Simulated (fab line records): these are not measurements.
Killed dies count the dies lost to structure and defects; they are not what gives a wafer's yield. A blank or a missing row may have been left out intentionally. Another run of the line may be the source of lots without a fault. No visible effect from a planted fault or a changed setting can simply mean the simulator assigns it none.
Chamber matching | flow n5_finfet | N5_SD_EPI_N_ETCHBACK_44 on rie_diel-03 has 4 sister chambers
The step etches SiNx in CH3F/O2, stops on SiO2, target depth 14.5 nm. 18 wafers are shown with their chamber, then 9 later ones without.

## WAFERS PAIRED WITH THEIR CHAMBERS
wafer  | chamber | showerhead_plenum_p_Torr (Torr) | drypump_motor_current_A (A) | oes_product_au (a.u.)
L076.2 | 1       | 2.03                            | 6.4                         | 0.70
L076.3 | 3       | 2.00                            | 5.9                         | 0.63
L076.5 | 2       | 1.98                            | 5.5                         | 0.59
L077.3 | 3       | 2.00                            | 5.9                         | 0.63
L077.5 | 2       | 1.98                            | 5.5                         | 0.59
L077.6 | 1       | 2.03                            | 6.3                         | 0.70
L079.2 | 1       | 2.03                            | 6.3                         | 0.69
L079.3 | 0       | 1.97                            | 6.3                         | 0.60
L079.6 | 0       | 1.97                            | 6.3                         | 0.60
L082.2 | 3       | 2.00                            | 5.9                         | 0.63
L082.3 | 2       | 1.97                            | 5.4                         | 0.58
L082.5 | 3       | 2.00                            | 5.9                         | 0.63
L084.1 | 2       | 1.97                            | 5.5                         | 0.59
L084.2 | 3       | 2.00                            | 5.9                         | 0.63
L084.4 | 1       | 2.03                            | 6.3                         | 0.68
L085.2 | 3       | 2.00                            | 5.9                         | 0.62
L085.3 | 1       | 2.03                            | 6.3                         | 0.69
L085.5 | 2       | 1.97                            | 5.4                         | 0.59

SIGNATURES, as means of the wafers listed above
reading                  | chamber 0 | chamber 1 | chamber 2 | chamber 3 | scatter within a chamber
showerhead_plenum_p_Torr | 1.9700    | 2.0300    | 1.9740    | 2.0000    | 0.00293
drypump_motor_current_A  | 6.300     | 6.320     | 5.460     | 5.900     | 0.0378
oes_product_au           | 0.6000    | 0.6920    | 0.5880    | 0.6283    | 0.00563
Rule: distance of a wafer from a chamber = root of the sum over the readings of ((wafer's reading minus chamber's mean) / reading's scatter) squared. If the next closest chamber is less than 2 further off than the closest, the wafer can't be placed; otherwise it belongs to the closest. The scatter: the root of (the sum of the squares of (reading less its chamber's mean) over the shown wafers, divided by (wafers less chambers)).

## WAFERS MISSING THEIR CHAMBER
wafer  | showerhead_plenum_p_Torr (Torr) | drypump_motor_current_A (A) | oes_product_au (a.u.)
L088.2 | 1.97                            | 5.5                         | 0.59
L088.5 | 1.97                            | 5.5                         | 0.58
L088.6 | 2.02                            | 6.4                         | 0.68
L091.1 | 2.02                            | 6.4                         | 0.67
L091.3 | 1.97                            | 6.3                         | 0.58
L091.5 | 1.97                            | 6.3                         | 0.59
L092.1 | 2.02                            | 6.3                         | 0.67
L092.2 | 1.99                            | 5.9                         | 0.62
L092.6 | 1.96                            | 6.3                         | 0.58

## CHAMBER TAKEN BY EACH
wafer  | from the rows above | in truth
L088.2 | 2                   | 2
L088.5 | 2                   | 2
L088.6 | 1                   | 1
L091.1 | 1                   | 1
L091.3 | 0                   | 0
L091.5 | 0                   | 0
L092.1 | 1                   | 1
L092.2 | 3                   | 3
L092.6 | 0                   | 0
9 of 9 placed correctly. Not placeable from these rows: 0. Number placed wrongly: 0.
